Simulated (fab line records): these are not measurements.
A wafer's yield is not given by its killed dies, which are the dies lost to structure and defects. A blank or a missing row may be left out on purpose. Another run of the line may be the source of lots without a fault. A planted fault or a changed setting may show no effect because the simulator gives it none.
Which tool is to blame? | flow n5 finfet | 8 lots with 24 wafers sampled at 6 steps, on a route of 1938 steps

## WHAT THE GAUGES SHOWED, per wafer
N5_SDB_INSPECT_13: inspects for defects (brightfield). Usual: 83 for raw defect count, sd 35.
lot  | measured    | on                | raw defect count | flag
L626 | day 4 22:30 | defect inspect-01 | 41 523 509       | OFF
L628 | day 5 11:11 | defect inspect-02 | 479 45 94        | OFF
L629 | day 5 17:20 | defect inspect-01 | 72 82 97         |
L634 | day 7 02:59 | defect inspect-01 | 51 67 79         |
L640 | day 8 14:41 | defect inspect-02 | 94 196 102       |
L641 | day 8 20:20 | defect inspect-01 | 110 91 96        |
L642 | day 9 01:22 | defect inspect-01 | 82 45 61         |
L643 | day 9 07:14 | defect inspect-02 | 54 68 87         |

N5_BEOL_M4_RC_MEAS_101. Usual: DIBL_N 36.1 mV/V, standard deviation 1.3; DIBL_P 36.3 mV/V, standard deviation 1.4; IOFF_N 0.162 nA/um, standard deviation 0.024; IOFF_P 0.22 nA/um, standard deviation 0.033; ION_N 674 uA/um, standard deviation 9.9; ION_P 464 uA/um, standard deviation 7.6; SS_N 71.6 mV/dec, standard deviation 0.53; SS_P 73.4 mV/dec, standard deviation 0.55; VT_N 249.4 mV, standard deviation 2.9; VT_P -249 mV, standard deviation 3.3.
lot  | measured     | on        | DIBL_N (mV/V)  | DIBL_P (mV/V)  | IOFF_N (nA/um)    | IOFF_P (nA/um) | ION_N (uA/um) | ION_P (uA/um) | SS_N (mV/dec)  | SS_P (mV/dec)  | VT_N (mV)         | VT_P (mV)      | flag
L626 | day 9 03:22  | prober-02 | 37.0 36.8 36.0 | 37.8 37.4 36.9 | 0.167 0.158 0.138 | 0.19 0.18 0.18 | 665 665 663   | 454 453 456   | 71.7 70.7 71.4 | 73.1 73.3 72.8 | 249.9 250.6 255.4 | -253 -257 -253 |
L628 | day 9 10:22  | prober-01 | 36.7 36.6 37.6 | 37.3 36.2 37.2 | 0.166 0.155 0.177 | 0.20 0.20 0.21 | 670 672 670   | 454 460 452   | 70.2 71.3 71.9 | 72.8 72.9 73.0 | 248.5 248.3 248.4 | -250 -255 -252 |
L629 | day 10 02:08 | prober-01 | 34.5 35.7 36.3 | 33.5 34.1 35.7 | 0.134 0.153 0.169 | 0.20 0.20 0.23 | 664 668 689   | 462 464 473   | 71.1 71.3 72.2 | 73.3 72.7 73.8 | 250.1 248.3 248.7 | -252 -248 -247 |
L634 | day 11 04:33 | prober-01 | 36.6 35.9 36.6 | 37.9 36.8 37.4 | 0.189 0.182 0.191 | 0.28 0.26 0.28 | 685 690 695   | 477 474 486   | 71.0 71.6 71.3 | 74.2 73.8 73.7 | 245.0 246.8 247.2 | -242 -244 -245 |
L640 | day 12 14:11 | prober-01 | 36.3 35.4 35.9 | 37.8 36.1 36.8 | 0.179 0.161 0.170 | 0.21 0.19 0.20 | 675 675 675   | 465 458 458   | 72.1 71.5 71.7 | 73.6 73.7 73.9 | 247.6 248.0 250.0 | -250 -252 -250 |
L641 | day 12 20:35 | prober-02 | 38.8 36.9 37.9 | 38.9 36.9 38.3 | 0.210 0.172 0.193 | 0.26 0.23 0.24 | 690 682 681   | 472 468 466   | 72.5 72.1 71.6 | 74.0 73.4 74.0 | 246.8 248.5 247.4 | -249 -248 -249 |
L642 | day 13 13:46 | prober-02 | 35.8 33.6 36.4 | 34.9 32.3 36.6 | 0.142 0.111 0.154 | 0.22 0.18 0.24 | 675 654 683   | 465 461 470   | 71.0 71.4 71.3 | 72.7 72.7 73.4 | 249.5 252.1 250.5 | -246 -250 -246 |
L643 | day 13 06:13 | prober-01 | 33.7 32.9 33.2 | 36.0 35.3 35.2 | 0.133 0.117 0.121 | 0.19 0.17 0.18 | 681 660 669   | 464 455 458   | 70.8 70.8 71.6 | 73.6 73.8 72.5 | 254.7 253.4 255.0 | -249 -253 -252 |

## WHAT TOOL EACH LOT RAN ON (gives the tool, then ch and the chambers of the sampled wafers, and finally the start)
lot  | N5_ILD0_CMP_03               | N5_SDB_HM_DEP_00               | N5_SDB_HM_OPEN_20                 | N5_SDB_ETCH_25
L626 | cmp-02 ch 0,2,3, day 4 18:04 | pecvd-04 ch 0,2, day 4 21:59   | rie diel-02 ch 0,1,2, day 4 22:56 | rie diel-05 ch 1,2,3, day 4 23:14
L628 | cmp-02 ch 1,2,3, day 5 06:39 | pecvd-04 ch 0,2, day 5 10:41   | rie diel-05 ch 0,2,3, day 5 11:27 | rie diel-05 ch 1,2,3, day 5 12:20
L629 | cmp-04 ch 0,1,3, day 5 12:29 | pecvd-02 ch 0,1, day 5 16:49   | rie diel-06 ch 0,1,3, day 5 17:35 | rie diel-02 ch 0,1,3, day 5 18:16
L634 | cmp-01 ch 2,3, day 6 22:35   | pecvd-01 ch 1,2, day 7 02:28   | rie diel-06 ch 1,3, day 7 03:22   | rie diel-06 ch 1,3, day 7 04:17
L640 | cmp-02 ch 1,3, day 8 09:41   | pecvd-02 ch 0,1,2, day 8 14:11 | rie diel-05 ch 0,2,3, day 8 14:57 | rie diel-06 ch 1,3, day 8 15:16
L641 | cmp-02 ch 0,2, day 8 15:36   | pecvd-04 ch 1,2, day 8 19:48   | rie diel-06 ch 0,1,2, day 8 20:35 | rie diel-05 ch 1,3, day 8 20:55
L642 | cmp-01 ch 1,2, day 8 21:00   | pecvd-01 ch 0,1,2, day 9 00:53 | rie diel-06 ch 0,1,2, day 9 01:51 | rie diel-06 ch 0,1,2, day 9 02:37
L643 | cmp-01 ch 0,2, day 9 02:56   | pecvd-04 ch 2, day 9 06:49     | rie diel-06 ch 0,1, day 9 07:29   | rie diel-06 ch 0,2, day 9 07:47
- N5_ILD0_CMP_03: polishes, stops on SiNx, t overpolish 1.9 s, target thk 197.38 nm.
- N5_SDB_HM_DEP_00: deposits SiNx from SiH4/NH3/N2, target thk 40 nm, time 35.3 s.
- N5_SDB_HM_OPEN_20: chemistry CH3F/O2, target SiNx, stops on poly-Si, target depth 24 nm.
- N5_SDB_ETCH_25: etches SiO2 in C4F6/O2, target depth 10 nm, time 3.3 s.

## WHAT THE TOOLS THEMSELVES READ (means of the sampled wafers that have a number; where no wafer has one, the mark that the record gives instead)
N5_ILD0_CMP_03. Usual: motor current A 12.5 A, standard deviation 1.2; overpolish run s 1.899 s, standard deviation 0.009; platen rpm 51.79 rpm, standard deviation 0.037; time to endpoint s 70.6 s, standard deviation 2.8.
lot  | tool   | motor current A (A) | overpolish run s (s) | platen rpm (rpm) | time to endpoint s (s) | flag
L626 | cmp-02 | 12.2                | 1.901                | 51.83            | 68.2                   |
L628 | cmp-02 | 12.3                | 1.906                | 51.83            | 71.8                   |
L629 | cmp-04 | 12.6                | 1.897                | 51.77            | 72.3                   |
L634 | cmp-01 | 13.5                | 1.900                | 51.79            | 68.9                   |
L640 | cmp-02 | 12.8                | 1.903                | 51.82            | 74.0                   |
L641 | cmp-02 | 12.3                | 1.899                | 51.80            | 71.7                   |
L642 | cmp-01 | 13.4                | 1.903                | 51.79            | 69.6                   |
L643 | cmp-01 | 12.1                | 1.892                | 51.77            | 71.3                   |

N5_SDB_HM_DEP_00. Usual: heater power outer w 484 W, standard deviation 64; heater power w 798 W, standard deviation 96; showerhead plenum p Torr 5.13 Torr, standard deviation 0.059; throttle valve pct 39.2 %, standard deviation 1.9.
lot  | tool     | heater power outer w (W) | heater power w (W) | showerhead plenum p Torr (Torr) | throttle valve pct (%) | flag
L626 | pecvd-04 | 376                      | 636                | 5.12                            | 37.6                   |
L628 | pecvd-04 | 445                      | 717                | 5.12                            | 37.6                   |
L629 | pecvd-02 | 457                      | 738                | 5.18                            | 39.7                   |
L634 | pecvd-01 | 426                      | 712                | 5.12                            | 38.5                   |
L640 | pecvd-02 | 484                      | 775                | 5.15                            | 38.5                   |
L641 | pecvd-04 | 462                      | 773                | 5.11                            | 39.3                   |
L642 | pecvd-01 | 506                      | 835                | 5.14                            | 39.3                   |
L643 | pecvd-04 | 471                      | 771                | 5.13                            | 37.7                   |

N5_SDB_HM_OPEN_20. Usual: CH3F_flow_sccm 30.00 sccm, standard deviation 0.084; drypump motor current A 5.8 A, standard deviation 0.37; oes product au 0.65 a.u., standard deviation 0.085; rf vpp V 297.2 V, standard deviation 2.7; showerhead plenum p Torr 2.02 Torr, standard deviation 0.075; throttle valve pct 16.44 %, standard deviation 0.24.
lot  | tool        | CH3F_flow_sccm (sccm) | drypump motor current A (A) | oes product au (a.u.) | rf vpp V (V) | showerhead plenum p Torr (Torr) | throttle valve pct (%) | flag
L626 | rie diel-02 | 30.02                 | 5.8                         | 0.61                  | 299.1        | 1.96                            | 16.49                  |
L628 | rie diel-05 | 29.98                 | 5.8                         | 0.62                  | 296.0        | 2.05                            | 16.60                  |
L629 | rie diel-06 | 30.01                 | 5.5                         | 0.59                  | 297.4        | 1.98                            | 16.61                  |
L634 | rie diel-06 | 30.00                 | 5.3                         | 0.59                  | 298.2        | 2.04                            | 16.66                  |
L640 | rie diel-05 | 29.98                 | 5.8                         | 0.67                  | 295.6        | 2.04                            | 16.49                  |
L641 | rie diel-06 | 29.94                 | 5.7                         | 0.72                  | 297.5        | 2.11                            | 16.28                  |
L642 | rie diel-06 | 30.02                 | 5.7                         | 0.73                  | 297.8        | 2.11                            | 16.29                  |
L643 | rie diel-06 | 30.09                 | 5.3                         | 0.66                  | 297.9        | 2.09                            | 16.55                  |

N5_SDB_ETCH_25. Usual: drypump motor current A 5.8 A, standard deviation 0.36; oes product au 0.77 a.u., standard deviation 0.1; rf vpp V 665 V, standard deviation 6.2; showerhead plenum p Torr 2.88 Torr, standard deviation 0.1; throttle valve pct 21.30 %, standard deviation 0.22.
lot  | tool        | drypump motor current A (A) | oes product au (a.u.) | rf vpp V (V) | showerhead plenum p Torr (Torr) | throttle valve pct (%) | flag
L626 | rie diel-05 | 5.7                         | 0.69                  | 662          | 2.85                            | 21.39                  |
L628 | rie diel-05 | 5.7                         | 0.69                  | 663          | 2.85                            | 21.40                  |
L629 | rie diel-02 | 6.1                         | 0.73                  | 671          | 2.88                            | 21.16                  |
L634 | rie diel-06 | 5.5                         | 0.69                  | 669          | 2.85                            | 21.43                  |
L640 | rie diel-06 | 5.5                         | 0.68                  | 668          | 2.84                            | 21.45                  |
L641 | rie diel-05 | 5.6                         | 0.94                  | 663          | 2.80                            | 21.03                  |
L642 | rie diel-06 | 5.7                         | 0.88                  | 667          | 2.99                            | 21.14                  |
L643 | rie diel-06 | 5.9                         | 0.95                  | 669          | 3.02                            | 20.98                  |

## THE ANSWER, worked out from the rows above alone
Rule: lot off if the mean of its wafers having a number is beyond 3 standard deviations from the usual mean. A lot without any number at a reading at which 4 lots or more have one is off too. All remaining lots with rows at the step are treated as sound. First the gauges in route order, then the tools' own readings, where a lot's mean is used as printed above. The first step at which some lot is off is used, and at that step the reading that is off furthest; a lot without a number counts as furthest.
Off: L626, L628 (N5_SDB_INSPECT_13, raw defect count).
A tool fits if, at a process step before that reading, it ran every lot that is off, and no sound lot after the first of them. Those tools and the gauges at N5_SDB_INSPECT_13 are tried in the same way. Of those tried, none fits.

## WHAT THE SIMULATOR PUT IN
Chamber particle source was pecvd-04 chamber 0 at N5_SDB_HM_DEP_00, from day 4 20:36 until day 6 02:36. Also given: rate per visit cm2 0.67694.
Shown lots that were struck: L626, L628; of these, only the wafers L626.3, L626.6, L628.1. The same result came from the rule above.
